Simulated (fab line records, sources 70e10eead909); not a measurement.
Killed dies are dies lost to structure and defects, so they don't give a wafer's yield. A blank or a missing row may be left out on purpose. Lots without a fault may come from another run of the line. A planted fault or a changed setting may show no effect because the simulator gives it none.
A struck lot beside a sound one | flow nand_harc | 14 steps out of a route of 1302
Sound: wafers L973.2, L973.4, L973.6. Struck: wafer L982.6. (L982.3, L982.4 of the same lot were not struck and are left out.) The cause comes at the end.
At each step with rows: each side's tool, then ch and its chambers, then its first start. Under that, the readings that differ: sound wafers | struck wafers | difference of the means | sigmas: that difference in standard deviations of wafers without a fault.
alike: readings whose means differ by less than 2 such deviations, and words and numbers that are the same on both sides. not compared: withheld readings, readings that some wafer has no value for, bounds like >300 that may hide the same value, and numbers for which the record gives no deviation and whose values overlap.
The two part at a step that has a row with sigmas, a row that says differs or no value, or rows on one side only. Numbers that don't overlap but have no deviation are shown without sigmas and don't part them. A reading that every wafer of one side lacks parts them only if that side has two wafers or more.

NHARC_A_CONTACT_ETCH_134: etches the open film in C4F8/O2/Ar, time 140 s, target depth 700 nm.
  sound on har_cap_etch-03 ch 0,1, day 26 05:13; struck on har_cap_etch-02 ch 1, day 29 05:21
  alike: chamber_pressure_mTorr
  not compared: rf_hours_counter_h
then, 1 step without rows for these wafers: NHARC_A_CONTACT_ETCH_135 (etches the open film in C4F8/O2/Ar, time 311 s, target depth 1912 nm).
NHARC_A_CONTACT_ETCH_136: etches the open film in C4F8/O2/Ar, time 311 s, target depth 1912 nm.
  sound on har_cap_etch-03 ch 0,1, day 26 05:41; struck on har_cap_etch-02 ch 1, day 29 05:51
  reading                        | sound                | struck | difference | sigmas
  chamber_pressure_mTorr (mTorr) | 19.949 19.999 19.999 | 20.035 | +0.053     | +3
  not compared: rf_hours_counter_h
NHARC_A_CONTACT_ETCH_137: etches the open film in C4F8/O2/Ar, time 311 s, target depth 1912 nm.
  sound on har_cap_etch-03 ch 0,1, day 26 05:57; struck on har_cap_etch-02 ch 1, day 29 06:07
  alike: chamber_pressure_mTorr
  not compared: rf_hours_counter_h
then, 1 step without rows for these wafers: NHARC_A_CONTACT_ETCH_138 (etches the open film in C4F8/O2/Ar, time 311 s, target depth 1914 nm).
NHARC_A_CONTACT_ETCH_139: etches the open film in C4F8/O2/Ar, time 195 s, target depth 840 nm.
  sound on har_cap_etch-03 ch 0,1, day 26 06:29; struck on har_cap_etch-02 ch 1, day 29 06:40
  alike: chamber_pressure_mTorr
  not compared: rf_hours_counter_h
NHARC_A_CONTACT_ETCH_92: etches the open film in CH3F/O2, target depth 40 nm, time 85.7 s.
  sound on rie_diel-06 ch 1,3, day 26 07:04; struck on rie_diel-06 ch 0, day 29 07:09
  reading                         | sound             | struck | difference | sigmas
  oes_product_au (a.u.)           | 0.910 0.910 0.922 | 0.993  | +0.079     | +3
  rf_vpp_V (V)                    | 242.9 243.4 242.8 | 247.1  | +4.1       | +2
  showerhead_plenum_p_Torr (Torr) | 2.40 2.40 2.32    | 2.64   | +0.27      | +2
  alike: chamber_pressure_mTorr, drypump_motor_current_A, throttle_valve_pct
  not compared: rf_hours_counter_h
then, 1 step without rows for these wafers: NHARC_A_CONTACT_ETCH_98 (etches the open film in C4F6/O2, target depth 20 nm, time 10 s).
NHARC_A_CONTACT_CD_MEAS_15:
  sound on cd_sem-03, day 26 07:19; struck on cd_sem-02, day 29 07:22
  alike: cd_nm
then, 3 steps without rows for these wafers: NHARC_A_CONTACT_STRIP_107 (strips in N2/H2); NHARC_A_CONTACT_STRIP_108 (strips in CF4/CHF3); NHARC_A_CONTACT_STRIP_109 (strips in O2/COS).
NHARC_A_CONTACT_ETCH_110: etches the open film in CF4/O2, target depth 60 nm, overetch 6 nm, time 33 s.
  sound on rie_diel-11 ch 1,3, day 26 07:36; struck on rie_diel-06 ch 0, day 29 07:39
  reading               | sound             | struck | difference | sigmas
  oes_product_au (a.u.) | 0.979 0.985 0.994 | 0.913  | -0.073     | -7
  alike: chamber_pressure_mTorr, drypump_motor_current_A, oes_o_777_au, rf_vpp_V, showerhead_plenum_p_Torr, throttle_valve_pct
  not compared: rf_hours_counter_h
then, 1 step without rows for these wafers: NHARC_A_CONTACT_STRIP_26 (strips in O2).

WHERE THEY PART
First at NHARC_A_CONTACT_ETCH_136; last, within this record, at NHARC_A_CONTACT_ETCH_110.

WHY: what the simulator had put in
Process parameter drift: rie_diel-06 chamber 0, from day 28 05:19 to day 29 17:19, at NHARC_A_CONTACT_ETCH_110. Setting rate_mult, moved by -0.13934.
